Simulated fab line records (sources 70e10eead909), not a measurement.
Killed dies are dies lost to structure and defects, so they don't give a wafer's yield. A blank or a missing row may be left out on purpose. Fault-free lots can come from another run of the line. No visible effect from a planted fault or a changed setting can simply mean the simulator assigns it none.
Which tool was responsible? | flow nand_harc | Sampling: 24 lots, 72 wafers, 6 of 1159 route steps

## WHAT THE GAUGES SHOWED, per wafer
NHARC_A_BONDPAD_CD_MEAS_09 targets a cd of 500 nm. Usual: cd_nm reads 500.1 nm (standard deviation 1.8).
lot  | measured     | on        | cd_nm (nm)        | flag
L074 | day 17 14:33 | cd_sem-01 | 499.1 500.1 500.1 |
L077 | day 18 07:16 | cd_sem-03 | 499.1 499.2 497.2 |
L075 | day 18 07:44 | cd_sem-02 | 500.1 502.3 503.2 |
L076 | day 18 11:12 | cd_sem-03 | 498.9 501.4 499.4 |
L078 | day 18 20:59 | cd_sem-02 | 501.7 503.4 502.4 |
L080 | day 19 07:23 | cd_sem-01 | 502.8 500.4 503.0 |
L079 | day 19 22:21 | cd_sem-01 | 499.6 501.0 501.6 |
L081 | day 20 02:29 | cd_sem-02 | 499.2 501.9 500.7 |
L083 | day 20 03:18 | cd_sem-01 | 502.4 502.5 502.5 |
L084 | day 20 06:58 | cd_sem-01 | 499.5 501.3 502.5 |
L082 | day 20 08:22 | cd_sem-01 | 502.6 500.2 500.3 |
L087 | day 21 00:22 | cd_sem-03 | 502.7 502.5 501.9 |
L085 | day 21 00:32 | cd_sem-02 | 501.3 499.8 500.0 |
L086 | day 21 04:39 | cd_sem-03 | 497.0 498.3 501.8 |
L089 | day 21 04:49 | cd_sem-01 | 497.8 498.4 500.3 |
L090 | day 22 04:47 | cd_sem-03 | 498.3 496.9 498.4 |
L088 | day 22 07:40 | cd_sem-02 | 498.0 498.7 499.6 |
L091 | day 22 11:05 | cd_sem-02 | 499.1 499.2 496.1 |
L092 | day 22 11:16 | cd_sem-02 | 499.7 499.6 501.8 |
L094 | day 23 06:16 | cd_sem-03 | 499.6 498.8 498.2 |
L093 | day 23 06:40 | cd_sem-01 | 500.1 496.1 499.1 |
L095 | day 23 18:38 | cd_sem-02 | 498.1 501.9 499.1 |
L096 | day 24 06:10 | cd_sem-03 | 499.9 502.9 499.3 |
L097 | day 25 12:56 | cd_sem-03 | 497.7 495.0 499.5 |

NHARC_A_BONDPAD_THK_MEAS_20: measures by xrf. Usual: thk_nm reads 169.4 nm (standard deviation 1.4).
lot  | measured     | on            | thk_nm (nm)       | flag
L074 | day 17 17:07 | film_metro-01 | 167.4 168.8 169.0 |
L077 | day 18 09:50 | film_metro-01 | 166.6 170.6 172.9 |
L075 | day 18 10:20 | film_metro-01 | 169.3 172.3 171.1 |
L076 | day 18 13:45 | film_metro-02 | 169.3 170.9 169.5 |
L078 | day 18 23:44 | film_metro-02 | 170.4 168.0 169.9 |
L080 | day 19 09:59 | film_metro-01 | 169.7 167.5 169.2 |
L079 | day 20 01:03 | film_metro-02 | 169.6 166.6 169.9 |
L081 | day 20 05:08 | film_metro-02 | 166.8 170.2 170.3 |
L083 | day 20 05:55 | film_metro-01 | 170.1 169.2 171.3 |
L084 | day 20 09:32 | film_metro-02 | 167.0 168.3 167.7 |
L082 | day 20 10:56 | film_metro-01 | 171.6 170.6 169.1 |
L087 | day 21 03:11 | film_metro-01 | 168.7 169.0 168.6 |
L085 | day 21 03:14 | film_metro-02 | 168.3 169.5 171.6 |
L086 | day 21 07:26 | film_metro-01 | 170.1 170.6 168.6 |
L089 | day 21 07:36 | film_metro-01 | 171.1 168.6 169.9 |
L090 | day 22 07:22 | film_metro-01 | 168.3 167.0 171.1 |
L088 | day 22 10:14 | film_metro-02 | 171.0 170.8 172.3 |
L091 | day 22 13:39 | film_metro-01 | 169.3 169.6 169.1 |
L092 | day 22 13:57 | film_metro-01 | 170.6 171.0 168.5 |
L094 | day 23 08:51 | film_metro-02 | 168.3 169.0 168.0 |
L093 | day 23 09:17 | film_metro-02 | 170.9 171.0 171.6 |
L095 | day 23 21:13 | film_metro-02 | 169.4 168.1 167.8 |
L096 | day 24 08:43 | film_metro-01 | 168.7 168.8 171.2 |
L097 | day 25 15:34 | film_metro-02 | 167.6 168.5 167.5 |

## EACH LOT AND THE TOOL THAT RAN IT (in order: tool; ch and the chambers of the sampled wafers; start)
lot  | NHARC_A_M0_DEGAS_28          | NHARC_A_M1_ETCH_28                            | NHARC_A_M1_CMP_23             | NHARC_A_BONDPAD_ANNEAL_28
L074 | pvd_sputter-01, day 17 06:52 | rie_diel-10 ch 0,3, day 17 12:08 or earlier   | cmp-03 ch 0,2, day 17 12:08   | rtp_anneal-01 ch 0, day 17 16:32
L077 | pvd_sputter-03, day 17 22:34 | rie_diel-10 ch 2,3, day 18 05:03 or earlier   | cmp-03 ch 0,2,3, day 18 05:03 | rtp_anneal-01 ch 0, day 18 09:10
L075 | pvd_sputter-03, day 17 23:11 | rie_diel-04 ch 1,3, day 18 05:19 or earlier   | cmp-01 ch 0,2, day 18 05:19   | rtp_anneal-02 ch 0, day 18 09:47
L076 | pvd_sputter-03, day 18 03:19 | rie_diel-08 ch 1,2,3, day 18 08:47 or earlier | cmp-03 ch 0,2,3, day 18 08:47 | rtp_anneal-02 ch 0, day 18 13:05
L078 | pvd_sputter-02, day 18 12:40 | rie_diel-08 ch 0,3, day 18 18:08 or earlier   | cmp-01 ch 0,1,3, day 18 18:08 | rtp_anneal-01 ch 0, day 18 23:04
L080 | pvd_sputter-01, day 18 23:11 | rie_diel-10 ch 0,2,3, day 19 04:27 or earlier | cmp-03 ch 0,3, day 19 04:27   | rtp_anneal-02 ch 0, day 19 09:23
L079 | pvd_sputter-01, day 19 14:10 | rie_diel-04 ch 0,2,3, day 19 20:03 or earlier | cmp-02 ch 2,3, day 19 20:03   | rtp_anneal-02 ch 0, day 20 00:26
L081 | pvd_sputter-02, day 19 18:15 | rie_diel-08 ch 1,2,3, day 20 00:05 or earlier | cmp-02 ch 1,2, day 20 00:05   | rtp_anneal-02 ch 0, day 20 04:37
L083 | pvd_sputter-02, day 19 18:39 | rie_diel-08 ch 0,2,3, day 20 01:03 or earlier | cmp-02 ch 1,2,3, day 20 01:03 | rtp_anneal-02 ch 0, day 20 05:17
L084 | pvd_sputter-01, day 19 23:21 | rie_diel-08 ch 2,3, day 20 04:34 or earlier   | cmp-02 ch 2,3, day 20 04:34   | rtp_anneal-01 ch 0, day 20 08:55
L082 | pvd_sputter-03, day 20 00:03 | rie_diel-08 ch 1,2, day 20 05:59 or earlier   | cmp-02 ch 0,1,2, day 20 05:59 | rtp_anneal-01 ch 0, day 20 10:23
L087 | pvd_sputter-01, day 20 15:55 | rie_diel-04 ch 0,1,3, day 20 21:13 or earlier | cmp-02 ch 0,1,3, day 20 21:13 | rtp_anneal-01 ch 0, day 21 02:33
L085 | pvd_sputter-03, day 20 16:09 | rie_diel-08 ch 2,3, day 20 22:02 or earlier   | cmp-02 ch 0,2,3, day 20 22:02 | rtp_anneal-02 ch 0, day 21 02:36
L086 | pvd_sputter-02, day 20 20:26 | rie_diel-04 ch 2,3, day 21 02:14 or earlier   | cmp-03 ch 0,1, day 21 02:14   | rtp_anneal-01 ch 0, day 21 06:49
L089 | pvd_sputter-03, day 20 20:50 | rie_diel-10 ch 0,1, day 21 02:23 or earlier   | cmp-02 ch 1,3, day 21 02:23   | rtp_anneal-02 ch 0, day 21 06:59
L090 | pvd_sputter-01, day 21 20:40 | rie_diel-08 ch 0,3, day 22 02:20 or earlier   | cmp-01 ch 0,2,3, day 22 02:20 | rtp_anneal-02 ch 0, day 22 06:45
L088 | pvd_sputter-03, day 22 00:02 | rie_diel-08 ch 1,2,3, day 22 05:20 or earlier | cmp-02 ch 1,2,3, day 22 05:20 | rtp_anneal-01 ch 0, day 22 09:34
L091 | pvd_sputter-02, day 22 03:23 | rie_diel-04 ch 0,3, day 22 08:43 or earlier   | cmp-01 ch 0,3, day 22 08:43   | rtp_anneal-01 ch 0, day 22 13:01
L092 | pvd_sputter-01, day 22 03:43 | rie_diel-10 ch 0,1,2, day 22 09:00 or earlier | cmp-03 ch 0,1,3, day 22 09:00 | rtp_anneal-01 ch 0, day 22 13:17
L094 | pvd_sputter-02, day 22 22:35 | rie_diel-08 ch 0,1,2, day 23 03:52 or earlier | cmp-03 ch 0,1,2, day 23 03:52 | rtp_anneal-02 ch 0, day 23 08:11
L093 | pvd_sputter-01, day 22 22:51 | rie_diel-04 ch 0,2,3, day 23 04:12 or earlier | cmp-01 ch 1,3, day 23 04:12   | rtp_anneal-01 ch 0, day 23 08:36
L095 | pvd_sputter-03, day 23 11:01 | rie_diel-10 ch 0,1,3, day 23 16:13 or earlier | cmp-01 ch 0,2,3, day 23 16:13 | rtp_anneal-01 ch 0, day 23 20:36
L096 | pvd_sputter-02, day 23 18:15 | rie_diel-10 ch 1,3, day 23 23:36 or earlier   | cmp-03 ch 1,2,3, day 23 23:36 | rtp_anneal-02 ch 0, day 24 08:06
L097 | pvd_sputter-02, day 25 05:18 | rie_diel-10 ch 0,3, day 25 10:34 or earlier   | cmp-02 ch 0,1,3, day 25 10:34 | rtp_anneal-01 ch 0, day 25 14:58
- NHARC_A_M0_DEGAS_28: time 60 s.
- NHARC_A_M1_ETCH_28: etches the open film in CF4/N2, target depth 30 nm, time 72.99 s.
- NHARC_A_M1_CMP_23: polishes, t overpolish 20 s, target thk 154.34 nm.
- NHARC_A_BONDPAD_ANNEAL_28: time 90 s.

## WHAT THE TOOLS THEMSELVES READ (means of the sampled wafers that have a number; where no wafer has one, the mark that the record gives instead)
NHARC_A_M0_DEGAS_28. Usual: heater_power_w reads 342 W (standard deviation 43).
lot  | tool           | heater_power_w (W) | flag
L074 | pvd_sputter-01 | 342                |
L077 | pvd_sputter-03 | 343                |
L075 | pvd_sputter-03 | 323                |
L076 | pvd_sputter-03 | 338                |
L078 | pvd_sputter-02 | 348                |
L080 | pvd_sputter-01 | 330                |
L079 | pvd_sputter-01 | 338                |
L081 | pvd_sputter-02 | 301                |
L083 | pvd_sputter-02 | 314                |
L084 | pvd_sputter-01 | 337                |
L082 | pvd_sputter-03 | 324                |
L087 | pvd_sputter-01 | 341                |
L085 | pvd_sputter-03 | 337                |
L086 | pvd_sputter-02 | 352                |
L089 | pvd_sputter-03 | 352                |
L090 | pvd_sputter-01 | 342                |
L088 | pvd_sputter-03 | 363                |
L091 | pvd_sputter-02 | 363                |
L092 | pvd_sputter-01 | 327                |
L094 | pvd_sputter-02 | 366                |
L093 | pvd_sputter-01 | 345                |
L095 | pvd_sputter-03 | 341                |
L096 | pvd_sputter-02 | 419                |
L097 | pvd_sputter-02 | 388                |

NHARC_A_M1_ETCH_28. Usual: drypump_motor_current_A 5.7 A, standard deviation 0.4; oes_product_au 1.000 a.u., standard deviation 0.011; rf_vpp_V 314.5 V, standard deviation 2.3; showerhead_plenum_p_Torr 2.65 Torr, standard deviation 0.13; throttle_valve_pct 19.795 %, standard deviation 0.0092.
lot  | tool        | drypump_motor_current_A (A) | oes_product_au (a.u.) | rf_vpp_V (V) | showerhead_plenum_p_Torr (Torr) | throttle_valve_pct (%) | flag
L074 | rie_diel-10 | 6.2                         | 1.001                 | 313.2        | 2.56                            | 19.800                 |
L077 | rie_diel-10 | 5.6                         | 1.013                 | 313.9        | 2.64                            | 19.805                 |
L075 | rie_diel-04 | 6.0                         | 0.997                 | 312.1        | 2.51                            | 19.800                 |
L076 | rie_diel-08 | 5.4                         | 1.002                 | 314.1        | 2.66                            | 19.798                 |
L078 | rie_diel-08 | 5.7                         | 1.003                 | 313.3        | 2.57                            | 19.787                 |
L080 | rie_diel-10 | 5.9                         | 1.002                 | 314.8        | 2.65                            | 19.788                 |
L079 | rie_diel-04 | 5.6                         | 0.992                 | 313.1        | 2.56                            | 19.792                 |
L081 | rie_diel-08 | 5.5                         | 0.995                 | 315.0        | 2.66                            | 19.789                 |
L083 | rie_diel-08 | 5.5                         | 1.002                 | 313.9        | 2.65                            | 19.802                 |
L084 | rie_diel-08 | 5.5                         | 1.003                 | 313.0        | 2.55                            | 19.791                 |
L082 | rie_diel-08 | 5.3                         | 0.995                 | 315.9        | 2.74                            | 19.803                 |
L087 | rie_diel-04 | 5.9                         | 1.002                 | 312.6        | 2.55                            | 19.801                 |
L085 | rie_diel-08 | 5.5                         | 1.006                 | 312.6        | 2.55                            | 19.791                 |
L086 | rie_diel-04 | 5.6                         | 1.007                 | 312.3        | 2.54                            | 19.796                 |
L089 | rie_diel-10 | 5.9                         | 1.005                 | 315.9        | 2.76                            | 19.806                 |
L090 | rie_diel-08 | 5.7                         | 0.996                 | 313.7        | 2.57                            | 19.791                 |
L088 | rie_diel-08 | 5.4                         | 0.989                 | 315.1        | 2.66                            | 19.799                 |
L091 | rie_diel-04 | 5.4                         | 0.988                 | 313.6        | 2.60                            | 19.789                 |
L092 | rie_diel-10 | 5.8                         | 1.004                 | 316.3        | 2.75                            | 19.788                 |
L094 | rie_diel-08 | 5.5                         | 1.004                 | 315.8        | 2.76                            | 19.788                 |
L093 | rie_diel-04 | 5.6                         | 0.988                 | 312.4        | 2.56                            | 19.801                 |
L095 | rie_diel-10 | 6.0                         | 0.999                 | 315.3        | 2.66                            | 19.786                 |
L096 | rie_diel-10 | 5.8                         | 1.005                 | 314.7        | 2.65                            | 19.794                 |
L097 | rie_diel-10 | 6.2                         | 1.003                 | 314.5        | 2.66                            | 19.798                 |

NHARC_A_M1_CMP_23. Usual: motor_current_A 11.7 A, standard deviation 1.1; slurry_flow_ml_min 149.9, standard deviation 0.46; time_to_endpoint_s 28.6 s, standard deviation 2.4.
lot  | tool   | motor_current_A (A) | slurry_flow_ml_min | time_to_endpoint_s (s) | flag
L074 | cmp-03 | 12.9                | 149.7              | 28.3                   |
L077 | cmp-03 | 12.0                | 150.2              | 26.8                   |
L075 | cmp-01 | 11.4                | 150.3              | 27.7                   |
L076 | cmp-03 | 11.7                | 150.0              | 28.3                   |
L078 | cmp-01 | 12.0                | 149.8              | 28.9                   |
L080 | cmp-03 | 11.4                | 149.5              | 24.1                   |
L079 | cmp-02 | 11.8                | 150.2              | 26.6                   |
L081 | cmp-02 | 12.6                | 149.7              | 32.7                   |
L083 | cmp-02 | 12.1                | 149.4              | 30.0                   |
L084 | cmp-02 | 12.8                | 150.1              | 28.8                   |
L082 | cmp-02 | 11.6                | 150.0              | 26.9                   |
L087 | cmp-02 | 10.6                | 149.7              | 30.1                   |
L085 | cmp-02 | 11.4                | 149.9              | 28.6                   |
L086 | cmp-03 | 12.4                | 150.0              | 28.8                   |
L089 | cmp-02 | 11.1                | 150.1              | 29.0                   |
L090 | cmp-01 | 11.5                | 150.0              | 27.9                   |
L088 | cmp-02 | 11.8                | 149.3              | 30.1                   |
L091 | cmp-01 | 11.6                | 149.7              | 25.3                   |
L092 | cmp-03 | 11.9                | 150.2              | 29.7                   |
L094 | cmp-03 | 12.7                | 149.5              | 31.0                   |
L093 | cmp-01 | 11.6                | 150.1              | 30.7                   |
L095 | cmp-01 | 11.9                | 149.9              | 28.8                   |
L096 | cmp-03 | 11.7                | 150.5              | 26.7                   |
L097 | cmp-02 | 11.0                | 149.4              | 28.5                   |

NHARC_A_BONDPAD_ANNEAL_28. Usual: anneal_temp_c_max 225.73, standard deviation 0.21; wafer_temp_C_max 226.31, standard deviation 0.29.
lot  | tool          | anneal_temp_c_max | wafer_temp_C_max | flag
L074 | rtp_anneal-01 | 225.63            | 226.24           |
L077 | rtp_anneal-01 | 225.48            | 226.17           |
L075 | rtp_anneal-02 | 225.72            | 226.19           |
L076 | rtp_anneal-02 | 225.76            | 226.18           |
L078 | rtp_anneal-01 | 225.70            | 226.04           |
L080 | rtp_anneal-02 | 225.67            | 226.47           |
L079 | rtp_anneal-02 | 225.99            | 226.34           |
L081 | rtp_anneal-02 | 225.85            | 226.41           |
L083 | rtp_anneal-02 | 225.81            | 226.60           |
L084 | rtp_anneal-01 | 225.77            | 226.52           |
L082 | rtp_anneal-01 | 225.63            | 226.45           |
L087 | rtp_anneal-01 | 225.54            | 226.38           |
L085 | rtp_anneal-02 | 225.57            | 226.17           |
L086 | rtp_anneal-01 | 225.84            | 226.21           |
L089 | rtp_anneal-02 | 225.63            | 226.31           |
L090 | rtp_anneal-02 | 225.84            | 226.71           |
L088 | rtp_anneal-01 | 225.71            | 226.26           |
L091 | rtp_anneal-01 | 225.86            | 226.07           |
L092 | rtp_anneal-01 | 225.68            | 226.24           |
L094 | rtp_anneal-02 | 225.68            | 226.62           |
L093 | rtp_anneal-01 | 225.86            | 225.95           |
L095 | rtp_anneal-01 | 225.85            | 226.15           |
L096 | rtp_anneal-02 | 225.71            | 226.37           |
L097 | rtp_anneal-01 | 225.61            | 226.42           |

## THE ANSWER, worked out from the rows above alone
Rule: take the mean of a lot's wafers that have a number; if it is more than 3 standard deviations from the usual mean, the lot is off. Also off: a lot with no number at a reading for which 4 or more lots have one. All remaining lots with rows at the step are treated as sound. First the gauges in route order, then the tools' own readings, where a lot's mean is used as printed above. At the first step where some lot is off, the reading lying furthest off is the one used; lots without a number count as furthest.
Across all readings shown, no lot is off: no conclusion can be drawn from this.

## WHAT WAS PUT IN BY THE SIMULATOR
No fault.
